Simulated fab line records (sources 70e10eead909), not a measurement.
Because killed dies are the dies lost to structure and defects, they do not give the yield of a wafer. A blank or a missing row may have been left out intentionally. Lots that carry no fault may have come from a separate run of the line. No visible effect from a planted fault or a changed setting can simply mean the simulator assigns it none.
Chamber matching || flow nand-harc || 4 sister chambers for NHARC_P_M2_CMP_23 on cmp-01
The step polishes, t overpolish 20 s, target thk 144.3 nm. 16 wafers are shown with their chamber, then 8 later ones without.

WAFERS PAIRED WITH THEIR CHAMBERS
{"wafer": "L646.1", "chamber": 3, "motor-current-A (A)": 12.3, "edge-zone-pressure-frac": 1.000, "time-to-endpoint-s (s)": 29.5}
{"wafer": "L646.3", "chamber": 0, "motor-current-A (A)": 13.1, "edge-zone-pressure-frac": 1.001, "time-to-endpoint-s (s)": 31.2}
{"wafer": "L646.4", "chamber": 1, "motor-current-A (A)": 13.8, "edge-zone-pressure-frac": 1.002, "time-to-endpoint-s (s)": 29.4}
{"wafer": "L647.1", "chamber": 3, "motor-current-A (A)": 12.5, "edge-zone-pressure-frac": 0.991, "time-to-endpoint-s (s)": 26.9}
{"wafer": "L647.3", "chamber": 0, "motor-current-A (A)": 12.6, "edge-zone-pressure-frac": 1.001, "time-to-endpoint-s (s)": 25.8}
{"wafer": "L647.5", "chamber": 0, "motor-current-A (A)": 13.7, "edge-zone-pressure-frac": 1.003, "time-to-endpoint-s (s)": 26.6}
{"wafer": "L649.2", "chamber": 1, "motor-current-A (A)": 13.1, "edge-zone-pressure-frac": 0.988, "time-to-endpoint-s (s)": 25.8}
{"wafer": "L649.4", "chamber": 2, "motor-current-A (A)": 12.1, "edge-zone-pressure-frac": 1.011, "time-to-endpoint-s (s)": 30.6}
{"wafer": "L649.5", "chamber": 1, "motor-current-A (A)": 13.0, "edge-zone-pressure-frac": 0.998, "time-to-endpoint-s (s)": 32.0}
{"wafer": "L651.1", "chamber": 0, "motor-current-A (A)": 13.2, "edge-zone-pressure-frac": 0.994, "time-to-endpoint-s (s)": 24.8}
{"wafer": "L651.4", "chamber": 1, "motor-current-A (A)": 13.8, "edge-zone-pressure-frac": 1.001, "time-to-endpoint-s (s)": 23.2}
{"wafer": "L651.5", "chamber": 1, "motor-current-A (A)": 13.3, "edge-zone-pressure-frac": 1.006, "time-to-endpoint-s (s)": 28.8}
{"wafer": "L654.1", "chamber": 2, "motor-current-A (A)": 12.4, "edge-zone-pressure-frac": 1.002, "time-to-endpoint-s (s)": 32.4}
{"wafer": "L654.4", "chamber": 1, "motor-current-A (A)": 14.1, "edge-zone-pressure-frac": 0.992, "time-to-endpoint-s (s)": 30.9}
{"wafer": "L654.5", "chamber": 1, "motor-current-A (A)": 13.7, "edge-zone-pressure-frac": 0.992, "time-to-endpoint-s (s)": 30.7}
{"wafer": "L658.2", "chamber": 1, "motor-current-A (A)": 13.7, "edge-zone-pressure-frac": 1.001, "time-to-endpoint-s (s)": 29.3}

SIGNATURES, as means of the wafers listed above
{"reading": "motor-current-A", "chamber 0": 13.150, "chamber 1": 13.562, "chamber 2": 12.250, "chamber 3": 12.400, "scatter within a chamber": 0.378}
{"reading": "edge-zone-pressure-frac", "chamber 0": 0.99975, "chamber 1": 0.99750, "chamber 2": 1.00650, "chamber 3": 0.99550, "scatter within a chamber": 0.00574}
{"reading": "time-to-endpoint-s", "chamber 0": 27.100, "chamber 1": 28.762, "chamber 2": 31.500, "chamber 3": 28.200, "scatter within a chamber": 2.71}
Rule: for each reading, subtract the chamber's mean from the wafer's reading, divide by that reading's scatter and square the result; add these up over the readings and take the root, which gives the wafer's distance from the chamber. If the next closest chamber is less than 2 further off than the closest, the wafer can't be placed; otherwise it belongs to the closest. The scatter is the square root of a quotient: the sum, over the shown wafers, of each reading's squared deviation from its chamber's mean, divided by wafers minus chambers.

WAFERS WITHOUT THEIR CHAMBER
{"wafer": "L658.5", "motor-current-A (A)": 13.4, "edge-zone-pressure-frac": 1.005, "time-to-endpoint-s (s)": 29.9}
{"wafer": "L658.6", "motor-current-A (A)": 13.7, "edge-zone-pressure-frac": 1.007, "time-to-endpoint-s (s)": 30.3}
{"wafer": "L659.4", "motor-current-A (A)": 12.9, "edge-zone-pressure-frac": 0.997, "time-to-endpoint-s (s)": 28.2}
{"wafer": "L659.5", "motor-current-A (A)": 12.2, "edge-zone-pressure-frac": 0.999, "time-to-endpoint-s (s)": 27.5}
{"wafer": "L659.6", "motor-current-A (A)": 13.6, "edge-zone-pressure-frac": 0.997, "time-to-endpoint-s (s)": 26.9}
{"wafer": "L664.1", "motor-current-A (A)": 12.1, "edge-zone-pressure-frac": 0.994, "time-to-endpoint-s (s)": 28.8}
{"wafer": "L664.5", "motor-current-A (A)": 12.0, "edge-zone-pressure-frac": 0.994, "time-to-endpoint-s (s)": 26.7}
{"wafer": "L664.6", "motor-current-A (A)": 13.3, "edge-zone-pressure-frac": 1.008, "time-to-endpoint-s (s)": 28.4}

CHAMBER TAKEN BY EACH
{"wafer": "L658.5", "from the rows above": "can't be placed: 1 or 0 or 2 or 3", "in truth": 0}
{"wafer": "L658.6", "from the rows above": "can't be placed: 1 or 0", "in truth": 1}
{"wafer": "L659.4", "from the rows above": "can't be placed: 0 or 3 or 1 or 2", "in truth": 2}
{"wafer": "L659.5", "from the rows above": "can't be placed: 3 or 2 or 0", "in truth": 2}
{"wafer": "L659.6", "from the rows above": "can't be placed: 1 or 0", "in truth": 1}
{"wafer": "L664.1", "from the rows above": "can't be placed: 3 or 2", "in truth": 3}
{"wafer": "L664.5", "from the rows above": "can't be placed: 3 or 2 or 0", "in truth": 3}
{"wafer": "L664.6", "from the rows above": "can't be placed: 0 or 1 or 2 or 3", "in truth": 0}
0 of 8 placed correctly. Cannot be placed on the basis of these rows: 8; the candidates contain the true chamber in 8. Wrongly placed: 0.
